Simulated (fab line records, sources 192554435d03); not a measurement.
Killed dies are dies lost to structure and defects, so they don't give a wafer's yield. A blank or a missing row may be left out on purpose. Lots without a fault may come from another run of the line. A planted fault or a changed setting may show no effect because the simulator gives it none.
Problem report in the 8D (eight disciplines) form, filled by code | flow n5_finfet | the parts of the form that need people (team, actions taken, sign-off) are left out

1. THE PROBLEM
run_length_s at N5_BEOL_M6_CVD_78 reads a mean of 208.0 s on 3 wafers of 3 lots; wafers without a fault read 165.3 s with a standard deviation of 0.37. That is +99 or more standard deviations from the usual mean.
The step: deposits Co from CCTBA/H2, target thk 2 nm, time 142.3 s.
First seen on wafer L229.3, day 10 11:46, on cvd_co-02. The record holds 36 wafers of 12 lots with a number at this step. Rule for "out", or "out of limits": more than 4 standard deviations from the usual mean. The other wafers with a number count as sound.

2. WHAT IT IS AND WHAT IT IS NOT
question                    | is                     | is not
which readings at this step | run_length_s           | -
which lots                  | L228, L229, L231       | L222, L225, L226, L238, L239, L240, L241, L242, L245
which wafers of those lots  | L228.2, L229.3, L231.6 | L228.1, L228.4, L229.1, L229.2, L231.3, L231.5
read on which tools         | cvd_co-02              | cvd_co-01
when                        | from day 10 11:46      | up to then (11 sound wafers); but 22 sound wafers of L228, L231, L238, L239, L240, L241, L242, L245 came after

3. SUSPECTS, AND WHAT RULES EACH OUT
Counting: a tool at a process step up to the reading stays a suspect if it ran every lot that is out. Sound lots after the first of them don't rule it out here, since some wafers of a struck lot are sound.
- cvd_co-02 at N5_BEOL_M6_CVD_78 (deposits Co from CCTBA/H2, target thk 2 nm, time 142.3 s): kept. It ran every lot that is out, first L229 (day 10 11:46); its last sound lot up to then is L226 (day 9 16:02). Its own readings are out on those wafers: run_length_s.
- Within cvd_co-02 at N5_BEOL_M6_CVD_78: the wafers that are out ran in chamber 1; their sound lot-mates ran in chambers 0, 2.
Left after counting: cvd_co-02 at N5_BEOL_M6_CVD_78.

4. THE CAUSE (what the simulator had put in)
Process parameter drift: cvd_co-02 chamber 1, from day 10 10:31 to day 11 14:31, at N5_BEOL_M6_CVD_78. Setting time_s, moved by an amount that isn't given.
Counting left only this tool.

5. THE CHAIN OF EFFECTS, in route order
Each row: a reading whose mean over the struck wafers that have a number lies more than 3 standard deviations from the usual. Only readings for which the record gives a usual standard deviation are gone through. hours: the time from each lot's start at the first step in this table that gives one to its start at this step, as a median over the lots. sigmas: the change in usual standard deviations.
hours | step              | reading      | usual   | on struck wafers | change | sigmas
0     | N5_BEOL_M6_CVD_78 | run_length_s | 165.3 s | 208.0            | +42.7  | +99 or more
The process steps in it:
- N5_BEOL_M6_CVD_78: deposits Co from CCTBA/H2, target thk 2 nm, time 142.3 s.

6. WHAT WOULD HAVE CAUGHT IT SOONER
In this record the first reading out of limits was taken at day 10 11:46, 1 hour after the fault began at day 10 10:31.
